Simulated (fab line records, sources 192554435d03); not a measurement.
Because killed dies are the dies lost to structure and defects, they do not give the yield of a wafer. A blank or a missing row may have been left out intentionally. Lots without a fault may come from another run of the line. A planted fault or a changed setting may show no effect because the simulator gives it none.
fab line records	flow n5-finfet
record: lots: 10	wafers: 29	last-day: 19
route steps=1938 shown BEOL_M2@890 BEOL_M4@1111
lots that met no fault: from a run of the same line without faults
start-h: the number of hours between the record's first day and the start of the first shown wafer of the lot	wait-h: time in hours since the lot's previous step	" the same as in the row above	L1.1+2: a single row standing in for several wafers	- value missing, or start not given	* or withheld: withheld	< > ~ a bound
route shown NAME@n: names a module that has steps shown in the file, with the first one's number in the route	usual: average and standard deviation across the fault-free wafers	same: alike in all rows	chamber/n: place in a boat	sites: readings site by site	_std_site: the standard deviation of these	_edge_site: mean of outer sites minus mean of inner sites	radius-mm: for every site, how far away it sits from the centre of the wafer	mask NAME#n: copy n	behind: the last tool/chamber to shape the wafer	hold: cause of the lot's hold/its duration in hours/its outcome	device: the transistor (n, p or np) that didn't switch	end of line: the route-end tests of the same wafers	where a step has no rows: the recipe by itself	killed: dies that structure and defects cost at the first sort, which is not the same as the wafer's yield	map: a wafer's dies, x killed, . not, _ none there
set.NAME: the setting the step ran with; set.NAME@STEP: the setting that earlier step ran with	model.NAME: the simulator's own value behind a step, which no gauge read
route steps across a sampled set of lots; one table per step, one row per wafer
services: a tool's chamber out of use, with start hour (start-h, from the record's first day; less than 0 if before it), hours out, and reason
== steps ==
step: N5_BEOL_M2_TRENCH_ETCH_37
recipe: chemistry: C4F6/O2	target-depth-a: 555.55	target: SiOC	time-s: 29.2	ion-energy-ev: 250	pressure-mtorr: 30	source-w: 355	bias-w: 185	Ar_flow_sccm: 300	C4F6_flow_sccm: 10	O2_flow_sccm: 10
usual: bias-w: 185.0/0.53	drypump-motor-current-A: 5.7/0.4	oes-product-au: 0.73/0.065	rf-vpp-V: 668/13	showerhead-plenum-p-Torr: 2.85/0.1	throttle-valve-pct: 20.93/0.28
lot.wafer	tool	chamber	start-h	wait-h	bias-w	drypump-motor-current-A	oes-product-au	rf-hours-counter-h	rf-vpp-V	showerhead-plenum-p-Torr	throttle-valve-pct
L996.1	rie-diel-05	2	-	-	184.9	5.6	0.73	195	669	2.92	20.62
L996.2	"	1	"	"	184.9	6.5	0.66	230	667	2.71	21.13
L996.6	"	2	"	"	184.4	5.5	0.73	-	670	2.92	20.62
L997.1	rie-diel-04	2	-	-	184.8	6.1	0.74	191	655	2.73	20.78
L997.4	"	3	"	"	184.6	5.7	0.69	214	666	2.93	21.23
L997.5	"	1	"	"	184.6	5.3	0.70	-	671	2.96	21.32
L100.3	rie-diel-02	2	-	-	185.4	6.4	0.84	73	683	3.00	20.81
L100.4	"	3	"	"	184.7	4.9	0.71	221	685	2.79	20.77
L105.4	rie-diel-02	2	-	-	184.1	6.4	0.82	-	683	3.00	20.82
L105.5	"	1	"	"	185.1	5.8	0.69	-	661	2.92	21.02
L105.6	"	3	"	"	184.9	4.9	0.69	-	684	2.79	20.79
L106.2	rie-diel-04	0	-	-	184.9	5.6	0.76	105	645	2.74	20.48
L106.3	"	3	"	"	184.0	5.7	0.67	233	667	2.92	21.26
L106.4	"	2	"	"	184.7	6.1	0.71	210	653	2.72	20.80
L109.1	rie-diel-05	1	-	-	184.1	6.5	0.99	0	679	3.04	20.85
L109.2	"	3	"	"	185.6	6.1	0.72	193	667	2.83	21.00
L109.4	"	2	"	"	185.4	5.5	0.71	228	670	2.91	20.65
L111.3	rie-diel-04	2	-	-	184.3	6.1	0.72	221	656	2.71	20.85
L111.4	"	3	"	"	185.3	5.7	0.67	244	666	2.92	21.30
L111.6	"	0	"	"	185.3	5.6	0.76	-	643	2.74	20.50
L110.1	rie-diel-05	2	-	-	185.9	5.6	0.70	234	669	2.91	20.66
L110.3	"	3	"	"	185.1	6.1	0.71	199	667	2.82	21.00
L110.5	"	3	"	"	185.2	6.1	0.72	-	668	2.82	21.00
L114.2	rie-diel-02	1	-	-	185.7	5.8	0.68	235	662	2.91	21.04
L114.3	"	3	"	"	185.3	4.9	0.69	250	684	2.78	20.81
L114.6	"	0	"	"	184.8	5.8	0.92	-	681	3.03	20.52
L115.3	rie-diel-05	1	-	-	184.5	6.5	0.93	11	679	3.04	20.86
L115.4	"	3	"	"	184.8	6.1	0.71	204	668	2.82	21.01
L115.5	"	3	"	"	184.7	6.1	0.71	-	668	2.82	21.01
step: N5_BEOL_M2_CD_MEAS_35
recipe: target-cd-nm: 18	target-cd-y-nm: 22.2	polarity: opening
usual: cd-nm: 17.8/0.33
lot.wafer	tool	chamber	start-h	wait-h	cd-nm
L996.1	cd-sem-01	-	172.20	0.0	18.0
L996.2	"	-	"	"	17.5
L996.6	"	-	"	"	17.5
L997.1	cd-sem-03	-	181.26	0.0	18.1
L997.4	"	-	"	"	18.2
L997.5	"	-	"	"	17.6
L100.3	cd-sem-03	-	198.93	0.0	17.9
L100.4	"	-	"	"	17.9
L105.4	cd-sem-03	-	227.97	0.0	17.1
L105.5	"	-	"	"	17.2
L105.6	"	-	"	"	17.7
L106.2	cd-sem-02	-	239.22	0.0	17.9
L106.3	"	-	"	"	17.7
L106.4	"	-	"	"	17.5
L109.1	cd-sem-03	-	256.56	0.0	17.8
L109.2	"	-	"	"	18.0
L109.4	"	-	"	"	17.8
L111.3	cd-sem-02	-	271.34	0.0	18.1
L111.4	"	-	"	"	17.6
L111.6	"	-	"	"	18.1
L110.1	cd-sem-01	-	273.18	0.0	18.0
L110.3	"	-	"	"	17.6
L110.5	"	-	"	"	17.7
L114.2	cd-sem-02	-	279.66	0.0	18.2
L114.3	"	-	"	"	18.3
L114.6	"	-	"	"	18.0
L115.3	cd-sem-01	-	287.63	0.0	17.8
L115.4	"	-	"	"	18.1
L115.5	"	-	"	"	17.4
step: N5_BEOL_M2_ALD_84
recipe: material: TaN	target-thk-a: *	temp-c: 275	ald-precursor-family: PDMAT	ald-co-reactant: NH3	pressure-torr: 3	carrier-flow-sccm: 1500	pulse-time-s: 2	purge-time-s: 3	co-reactant-purge-time-s: 2	co-reactant-pulse-time-s: 3	ald-cycles: 30	precursor-vessel-temp-c: 75	precursor-vessel-pressure-torr: 26.25	precursor-vessel-carrier-sccm: 1000
usual: heater-power-w: 405/37	precursor-vessel-temp-c: 75.01/0.13	pulse-time-s: 2/0
lot.wafer	tool	chamber	start-h	wait-h	heater-power-w	precursor-vessel-temp-c	pulse-time-s
L996.1	ald-metal-02	2	172.34	0.0	366	75.03	2
L996.2	"	0	"	"	350	74.94	2
L996.6	"	2	"	"	364	75.31	2
L997.1	ald-metal-02	3	181.86	0.1	445	75.24	2
L997.4	"	0	"	"	351	74.95	1.8217
L997.5	"	2	"	"	370	75.00	2
L100.3	ald-metal-02	2	199.44	0.2	367	75.04	2
L100.4	"	3	"	"	452	74.85	1.8217
L105.4	ald-metal-04	2	228.80	0.1	395	75.14	2
L105.5	"	0	"	"	421	75.20	2
L105.6	"	3	"	"	442	74.93	2
L106.2	ald-metal-04	3	239.88	0.3	433	75.05	2
L106.3	"	2	"	"	405	75.31	2
L106.4	"	0	"	"	405	74.90	2
L109.1	ald-metal-04	0	257.26	0.0	425	75.09	2
L109.2	"	2	"	"	407	75.06	2
L109.4	"	1	"	"	457	74.94	2
L111.3	ald-metal-04	2	272.07	0.0	399	74.96	2
L111.4	"	1	"	"	457	75.30	2
L111.6	"	1	"	"	464	74.99	2
L110.1	ald-metal-02	0	273.84	0.0	351	75.19	2
L110.3	"	3	"	"	458	75.47	2
L110.5	"	0	"	"	352	74.94	2
L114.2	ald-metal-02	2	280.17	0.0	376	75.06	2
L114.3	"	3	"	"	440	74.78	2
L114.6	"	1	"	"	338	74.80	2
L115.3	ald-metal-02	3	287.82	0.1	449	74.91	2
L115.4	"	2	"	"	367	75.00	2
L115.5	"	1	"	"	340	74.92	2
step: N5_BEOL_M2_SPUTTER_81
recipe: material: Cu	target-thk-a: 45	temp-c: -20	chamber-pressure-pa: 0.07	power-w: withheld	time-s: 8.29
usual: throttle-valve-pct: 30.2/0.99
lot.wafer	tool	chamber	start-h	wait-h	throttle-valve-pct
L996.1	pvd-sputter-03	-	173.57	0.1	31.4
L996.2	"	-	"	"	29.9
L996.6	"	-	"	"	29.8
L997.1	pvd-sputter-03	-	182.74	0.1	31.3
L997.4	"	-	"	"	29.9
L997.5	"	-	"	"	29.9
L100.3	pvd-sputter-03	-	200.70	0.1	29.8
L100.4	"	-	"	"	31.2
L105.4	pvd-sputter-01	-	229.59	0.1	28.1
L105.5	"	-	"	"	30.2
L105.6	"	-	"	"	30.6
L106.2	pvd-sputter-03	-	242.20	0.1	29.7
L106.3	"	-	"	"	29.9
L106.4	"	-	"	"	31.9
L109.1	pvd-sputter-03	-	258.39	0.1	31.7
L109.2	"	-	"	"	30.1
L109.4	"	-	"	"	30.0
L111.3	pvd-sputter-03	-	273.35	0.1	30.2
L111.4	"	-	"	"	29.9
L111.6	"	-	"	"	30.3
L110.1	pvd-sputter-02	-	274.78	0.1	30.2
L110.3	"	-	"	"	29.7
L110.5	"	-	"	"	29.5
L114.2	pvd-sputter-01	-	281.22	0.1	28.0
L114.3	"	-	"	"	30.5
L114.6	"	-	"	"	28.1
L115.3	pvd-sputter-01	-	289.20	0.1	28.1
L115.4	"	-	"	"	30.1
L115.5	"	-	"	"	30.2
step: N5_BEOL_M4_RC_MEAS_101
usual: DIBL_N: 36.6/1.9	DIBL_P: 36.7/2.2	IOFF_N: 0.16/0.035	IOFF_P: 0.22/0.038	ION_N: 672/14	ION_P: 462/8.3	SS_N: 71.6/0.65	SS_P: 73.5/0.72	VT_N: 250/3.5	VT_P: -250/3.1
lot.wafer	tool	chamber	start-h	wait-h	DIBL_N[mV/V]	DIBL_P[mV/V]	IOFF_N[nA/um]	IOFF_P[nA/um]	ION_N[uA/um]	ION_P[uA/um]	SS_N[mV/dec]	SS_P[mV/dec]	VT_N[mV]	VT_P[mV]
L996.1	prober-02	0	207.69	0.0	36.5	36.7	0.15	0.19	653	448	71.6	73.3	254	-258
L996.2	"	0	"	"	34.4	34.7	0.12	0.16	667	453	71.0	72.7	254	-257
L996.6	"	0	"	"	33.4	32.6	0.11	0.14	650	442	70.7	71.6	257	-257
L997.1	prober-02	0	222.91	0.0	35.6	35.6	0.12	0.20	653	462	71.6	72.9	255	-250
L997.4	"	0	"	"	37.4	37.6	0.16	0.22	651	448	72.3	73.5	252	-251
L997.5	"	0	"	"	34.8	36.4	0.13	0.21	661	462	70.8	73.2	253	-248
L100.3	prober-01	0	238.77	0.3	36.2	36.5	0.14	0.21	674	459	71.4	73.3	256	-252
L100.4	"	0	"	"	36.8	36.2	0.15	0.21	670	461	71.6	72.9	250	-251
L105.4	prober-01	0	272.38	0.5	35.5	35.2	0.13	0.18	650	451	71.8	73.1	252	-251
L105.5	"	0	"	"	33.3	32.9	0.11	0.16	656	459	70.9	72.7	254	-254
L105.6	"	0	"	"	35.3	34.6	0.14	0.18	665	452	71.5	73.1	253	-251
L106.2	prober-02	0	279.73	0.2	34.9	35.8	0.13	0.18	671	456	72.0	73.1	253	-253
L106.3	"	0	"	"	36.9	37.6	0.18	0.22	673	454	72.6	73.7	250	-250
L106.4	"	0	"	"	36.8	38.6	0.17	0.24	672	463	71.8	73.5	249	-248
L109.1	prober-02	0	293.14	0.0	36.2	37.9	0.19	0.24	674	467	71.5	74.5	246	-247
L109.2	"	0	"	"	36.8	38.9	0.19	0.25	671	464	71.4	73.9	248	-248
L109.4	"	0	"	"	35.7	37.4	0.18	0.23	679	465	72.3	73.9	247	-247
L111.3	prober-02	0	297.27	0.3	40.8	42.0	0.26	0.32	692	467	72.9	74.4	245	-245
L111.4	"	0	"	"	35.1	35.6	0.14	0.21	663	457	71.1	73.1	251	-249
L111.6	"	0	"	"	36.6	36.8	0.16	0.21	676	462	71.7	73.4	250	-251
L110.1	prober-02	0	301.59	0.0	38.5	37.6	0.19	0.21	674	453	72.4	74.1	246	-251
L110.3	"	0	"	"	39.1	38.6	0.21	0.23	693	471	72.5	74.6	247	-252
L110.5	"	0	"	"	37.1	36.5	0.17	0.20	686	466	71.5	73.9	246	-253
L114.2	prober-02	0	319.81	0.2	38.0	37.2	0.19	0.26	699	472	71.8	73.5	249	-244
L114.3	"	0	"	"	39.0	39.1	0.23	0.31	682	467	71.8	74.1	245	-244
L114.6	"	0	"	"	37.8	36.6	0.18	0.25	674	463	72.4	73.6	248	-245
L115.3	prober-01	0	328.16	0.3	37.0	38.4	0.17	0.22	674	467	71.4	73.3	251	-250
L115.4	"	0	"	"	36.8	38.0	0.17	0.24	676	459	72.2	74.1	248	-248
L115.5	"	0	"	"	38.7	39.6	0.20	0.26	694	470	72.2	73.6	249	-248
== services ==
tool	chamber	start-h	hours	kind
pvd-sputter-02	-	168.67	3.0	repair
ald-metal-02	1	195.12	23.4	repair
rie-diel-02	0	205.33	-	clean
rie-diel-02	0	205.33	-	consumable-replace:focus-ring
rie-diel-02	0	205.33	-	consumable-replace:showerhead
rie-diel-02	0	205.33	23.1	scheduled-down
rie-diel-02	0	205.33	23.1	vent-cycle
ald-metal-04	1	220.16	18.0	repair
rie-diel-05	1	232.24	-	clean
rie-diel-05	1	232.24	-	consumable-replace:focus-ring
rie-diel-05	1	232.24	-	consumable-replace:showerhead
rie-diel-05	1	232.24	23.2	scheduled-down
rie-diel-05	1	232.24	23.2	vent-cycle
rie-diel-02	1	236.01	1.8	repair
rie-diel-04	-	241.54	0.5	repair
rie-diel-02	-	268.92	2.8	pm
pvd-sputter-01	-	272.01	0.5	repair
rie-diel-02	3	279.76	-	clean
rie-diel-02	3	279.76	-	consumable-replace:focus-ring
rie-diel-02	3	279.76	24.2	scheduled-down
rie-diel-04	3	284.47	-	clean
rie-diel-04	3	284.47	-	consumable-replace:focus-ring
rie-diel-04	3	284.47	19.3	scheduled-down
rie-diel-04	3	284.47	19.3	vent-cycle
== key ==
first-sign: step: N5_BEOL_M2_ALD_84	reading: pulse-time-s	direction: down	sigmas: 99+	usual: *	struck: *
effect none on later readings
met-at N5_BEOL_M2_ALD_84
struck-lots L997,L100
struck-wafers L997.4,L100.4
not-acting-at N5_BEOL_M2_TRENCH_ETCH_37,N5_BEOL_M2_CD_MEAS_35,N5_BEOL_M2_SPUTTER_81
onset-between 172.34 181.86
fault: kind: process-parameter-drift	tool: ald-metal-02	chamber: -	onset-h: 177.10	steps: N5_BEOL_M2_ALD_84	channel: pulse-time-s	offset: *	shape: step	end-h: 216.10	scope: struck-wafers-only	acts-in: *	stated: *
